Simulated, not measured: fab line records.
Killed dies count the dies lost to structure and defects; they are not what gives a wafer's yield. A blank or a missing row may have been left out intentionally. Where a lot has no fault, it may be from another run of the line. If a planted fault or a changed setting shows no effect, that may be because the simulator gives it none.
Code-filled problem report in 8D (eight disciplines) form + flow n5_finfet + the parts of the form that need people (team, actions taken, sign-off) are left out

== 1. WHAT WENT WRONG ==
At N5_BEOL_M6_HM_OPEN_17, oes_product_au averages 0.40 a.u. over 3 wafers from 2 lots, while fault-free wafers read 0.71 a.u., standard deviation 0.074. That is -4.2 standard deviations from the usual mean.
The step: chemistry Cl2/BCl3, target TiN, target depth 20 nm, overetch 6 nm.
First observed at day 14 13:29: wafer L762.1, on rie_metal-01. Wafers with a number at this step in the record: 23, from 8 lots. By rule, "out" or "out of limits" means more than 4 standard deviations away from the usual mean. Any other wafer with a number is counted as sound.

== 2. WHAT THIS IS AND IS NOT ==
| question                    | is                     | is not                                                      |
|-----------------------------|------------------------|-------------------------------------------------------------|
| which readings at this step | oes_product_au         | drypump_motor_current_A, rf_fwd_power_W, throttle_valve_pct |
| which lots                  | L762, L764             | L753, L754, L756, L758, L759, L763                          |
| which wafers of those lots  | L762.1, L764.1, L764.6 | L762.2, L762.4                                              |
| read on which tools         | rie_metal-01           | rie_metal-02, rie_metal-03                                  |
| when                        | from day 14 13:29      | up to then (20 sound wafers)                                |

== 3. SUSPECTS, AND WHAT RULES EACH OUT ==
Counting: if a tool at a process step up to the reading ran every lot that is out, it stays a suspect. Sound lots after the first of them don't rule it out here, since some wafers of a struck lot are sound.
- pecvd-02 at N5_BEOL_M6_PECVD_70 (deposits SiO2 from TEOS/O2, target thk 20 nm, time 22.7 s): kept. Every lot that is out went through it, the first being L762 (day 14 11:44); the last sound lot it ran before that was L763 (day 13 22:38).
- rie_diel-01 at N5_BEOL_M6_ETCH_62 (etches SOC in N2/H2, target depth 110 nm, overetch 22 nm, time 165 s): kept. Every lot that is out went through it, the first being L762 (day 14 13:17); the last sound lot it ran before that was L763 (day 14 02:45).
- rie_metal-01 at N5_BEOL_M6_HM_OPEN_17 (chemistry Cl2/BCl3, target TiN, target depth 20 nm, overetch 6 nm): kept. Every lot that is out went through it, the first being L762 (day 14 13:29); the last sound lot it ran before that was L759 (day 12 07:16). Its own readings are out on those wafers: oes_product_au.
pecvd-02 at N5_BEOL_M6_PECVD_70, rie_diel-01 at N5_BEOL_M6_ETCH_62 and rie_metal-01 at N5_BEOL_M6_HM_OPEN_17 are what is left after counting.

== 4. THE CAUSE (what the simulator had put in) ==
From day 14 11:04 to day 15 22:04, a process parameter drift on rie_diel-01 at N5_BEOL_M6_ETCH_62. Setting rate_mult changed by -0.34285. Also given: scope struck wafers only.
After counting, 3 suspects remain, this tool included.

== 5. SEQUENCE OF EFFECTS, ordered by route ==
Each row: a reading where the mean over the struck wafers with a number is more than 3 standard deviations away from the usual. Scope: only readings with a usual standard deviation given in the record; hours: median across lots of the time from each lot's start at the first step in this table that gives one to its start at this step; sigmas: change in usual standard deviations.
| hours | step                    | reading              | usual     | on struck wafers | change | sigmas      |
|-------|-------------------------|----------------------|-----------|------------------|--------|-------------|
| 0     | N5_BEOL_M6_HM_OPEN_17   | oes_product_au       | 0.71 a.u. | 0.40             | -0.31  | -4.2        |
| 85    | N5_PASSIVATION_PROBE_49 | defect_limited_yield | 91.6 %    | 0.0              | -91.6  | -57         |
| 85    | N5_PASSIVATION_PROBE_49 | killed_at_M4_up      | 13        | 1093             | +1080  | +99 or more |
| 85    | N5_PASSIVATION_PROBE_49 | killed_dies          | 99        | 1180             | +1081  | +60         |
| 85    | N5_PASSIVATION_PROBE_49 | killed_on_rim        | 13        | 152              | +139   | +36         |
| 85    | N5_PASSIVATION_PROBE_49 | sort_bin_5_function  | 4.9 %     | 96.8             | +91.9  | +92         |
| 85    | N5_PASSIVATION_PROBE_49 | sort_n_pass          | 1081      | 0                | -1081  | -60         |
| 85    | N5_PASSIVATION_PROBE_49 | sort_yield_pct       | 91.6 %    | 0.0              | -91.6  | -57         |
Here are the process steps it includes:
- N5_BEOL_M6_HM_OPEN_17: chemistry Cl2/BCl3, target TiN, target depth 20 nm, overetch 6 nm.
- N5_PASSIVATION_PROBE_49
Readings that are blank on the struck wafers while sound wafers have them: cd_nm at N5_BEOL_M6_CD_MEAS_18; trench_depth_nm at N5_BEOL_M6_OCD_MEAS_38.

== 6. WHAT WOULD HAVE CAUGHT IT SOONER ==
2 hours passed between the start of the fault at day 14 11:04 and the first reading out of limits in this record, taken at day 14 13:29.
An alarm limit of 4 standard deviations would not have fired on the tool readings at N5_BEOL_M6_ETCH_62 for which the record gives a usual standard deviation, since none of them was out on any struck wafer.
Lots out: 2; of these, L764 started N5_BEOL_M6_ETCH_62 on rie_diel-01 after day 14 13:29. Had the tool been put on hold then, it would have been spared.
